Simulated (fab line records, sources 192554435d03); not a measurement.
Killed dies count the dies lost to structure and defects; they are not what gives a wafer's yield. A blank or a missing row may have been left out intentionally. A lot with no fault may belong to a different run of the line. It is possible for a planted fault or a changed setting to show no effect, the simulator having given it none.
A lot that was struck, set against a sound lot | flow n5Finfet | 34 out of 1938 route steps
Sound: wafers L246.2, L246.3, L246.6. Struck: wafer L258.2. (L258.1, L258.5 of the same lot were not struck and are left out.) The cause comes at the end.
At each step with rows: each side's tool, then ch and its chambers, then its first start. Under that, the readings that differ: sound wafers | struck wafers | difference of the means | sigmas: that difference in standard deviations of wafers without a fault.
alike: readings with means less than 2 such deviations apart, plus words and numbers identical on both sides. not compared: withheld readings, readings lacking a value on some wafer, bounds such as >300 that could conceal the same value, and numbers that have no deviation in the record and whose values overlap.
A row with sigmas, a row that says differs or no value, or rows on one side alone: a step with any of these is where the two part. Numbers that don't overlap but have no deviation are shown without sigmas and don't part them. A reading that every wafer of one side lacks parts them only if that side has two wafers or more.

first, 9 steps without rows for these wafers: N5_FIN_SAQP_PRECLEAN_42 (cleans in O3/DIW, time 60 s); N5_FIN_SAQP_PRECLEAN_00 (cleans in SC1, time 60 s); N5_FIN_SAQP_PRECLEAN_44 (cleans in SC2, time 45 s); N5_FIN_SAQP_SRD_01 (time 30 s); N5_FIN_SAQP_ALD_61 (deposits SiO2, target thk 4 nm, pulse time 1 s, purge time 2 s); N5_FIN_SAQP_DENSIFY_62 (time 60 s); N5_FIN_SAQP_HM_DEP_03 (deposits SiNx from SiH4/NH3/N2, target thk 38 nm, time 33.6 s); N5_FIN_SAQP_PECVD_47 (deposits a-Si from SiH4/He, target thk 45 nm, time 36.3 s); N5_FIN_SAQP_PECVD_48 (deposits SiNx from SiH4/NH3/N2, target thk 25 nm, time 22.1 s).
N5_FIN_SAQP_PECVD_06: deposits a-Si from SiH4/He, target thk 60 nm, time 48.1 s.
  sound on pecvd-04 ch 0,1,2, day 2 14:52; struck on pecvd-04 ch 1, day 5 16:11
reading                                    | sound             | struck | difference | sigmas
model.a-Si_of_FIN_SAQP_PECVD_06.thkNm (nm) | 60.23 60.46 61.56 | 51.99  | -8.76      | 
  alike: heaterPowerOuterW, heaterPowerW, showerheadPlenumPTorr, throttleValvePct
N5_FIN_SAQP_THK_MEAS_07:
  sound on filmMetro-02 at day 2 14:58; struck on filmMetro-01 at day 5 16:16
reading    | sound          | struck | difference | sigmas
thkNm (nm) | 60.2 60.5 61.5 | 52.0   | -8.7       | -12
then, 15 steps without rows for these wafers: N5_FIN_SAQP_HM_DEP_72 (deposits SiO2 from SiH4/N2O, target thk 12 nm, time 7.2 s); N5_FIN_SAQP_COAT_49 (time 60 s, resist thk 100 nm); N5_FIN_SAQP_COAT_50 (time 60 s, resist thk 35 nm); N5_FIN_SAQP_COAT_10 (resist thk 90 nm); N5_FIN_SAQP_EBR_12; N5_FIN_SAQP_SOFTBAKE_11 (time 60 s); N5_FIN_SAQP_EXPOSE_13 (exposes mask FIN CORE, target cd 35.6 nm); N5_FIN_SAQP_PEB_14 (peb time 60 s); N5_FIN_SAQP_DEVELOP_15 (develop time 30 s); N5_FIN_SAQP_DESCUM_21 (chemistry O2, time 7.9 s); N5_FIN_SAQP_ETCH_51 (etches SiARC in CF4, target depth 45.5 nm, time 75.8 s); N5_FIN_SAQP_ETCH_52 (etches SOC in N2/H2, target depth 100 nm, overetch 20 nm, time 150 s); N5_FIN_SAQP_STRIP_53 (strips in N2/H2); N5_FIN_SAQP_HM_OPEN_73 (chemistry CHF3/O2, target SiO2, stops on a-Si, target depth 12 nm, time 16.8 s); N5_FIN_SAQP_STRIP_74 (strips in CHF3/O2).
N5_FIN_SAQP_MANDREL_ETCH_22: etches a-Si in HBr/Cl2, stops on SiNx, target depth 60 nm, bt time 10 s, time 30 s.
  sound on rieSi-05 ch 1,2, day 2 15:51; struck on rieSi-03 ch 3, day 5 17:10
reading                  | sound             | struck | difference | sigmas
drypumpMotorCurrentA (A) | 5.5 5.6 5.5       | 4.7    | -0.8       | -3
oesProductAu (a.u.)      | 0.778 0.760 0.790 | 0.690  | -0.086     | -7
throttleValvePct (%)     | 35.54 35.48 35.52 | 34.96  | -0.55      | -2
model.etch.depthNm (nm)  | 60.23 60.44 61.56 | 51.99  | -8.75      | 
  not compared: rfHoursCounterH
then, 5 steps without rows for these wafers: N5_FIN_SAQP_STRIP_55 (strips in N2/H2); N5_FIN_SAQP_STRIP_23 (strips in SPM, time 750 s); N5_FIN_SAQP_SRD_66 (time 30 s); N5_FIN_SAQP_RECESS_75 (chemistry HF/NH3, target SiO2, target depth 14.4 nm, afs cycles 3, sublimation time 60 s); N5_FIN_SAQP_SPACER1_ALD_24 (deposits SiO2, target thk 20.3 nm, pulse time 1 s, purge time 2 s).
N5_FIN_SAQP_SPACER1_ETCHBACK_25: etches SiO2 in CHF3/O2, target depth 24.4 nm, time 12.2 s.
  sound on rieDiel-01 ch 0,2, day 2 17:26; struck on rieDiel-01 ch 3, day 5 18:45
reading                                    | sound          | struck | difference | sigmas
model.a-Si_of_FIN_SAQP_PECVD_06.thkNm (nm) | 59.4 59.6 60.6 | 51     | -9         | 
  alike: drypumpMotorCurrentA, oes_f_703_au, oes_o_777_au, oesProductAu, rfVppV, showerheadPlenumPTorr, throttleValvePct
  not compared: rfHoursCounterH
then, 1 step without rows for these wafers: N5_FIN_SAQP_MANDREL1_REMOVE_56 (chemistry HBr/Cl2/O2, target a-Si, stops on SiNx, bt time 10 s).

WHERE THEY PART
First at N5_FIN_SAQP_THK_MEAS_07; last, within this record, at N5_FIN_SAQP_MANDREL_ETCH_22. Later steps at which nothing parts them and some readings are alike: N5_FIN_SAQP_SPACER1_ETCHBACK_25.

WHY: whatever the simulator had introduced
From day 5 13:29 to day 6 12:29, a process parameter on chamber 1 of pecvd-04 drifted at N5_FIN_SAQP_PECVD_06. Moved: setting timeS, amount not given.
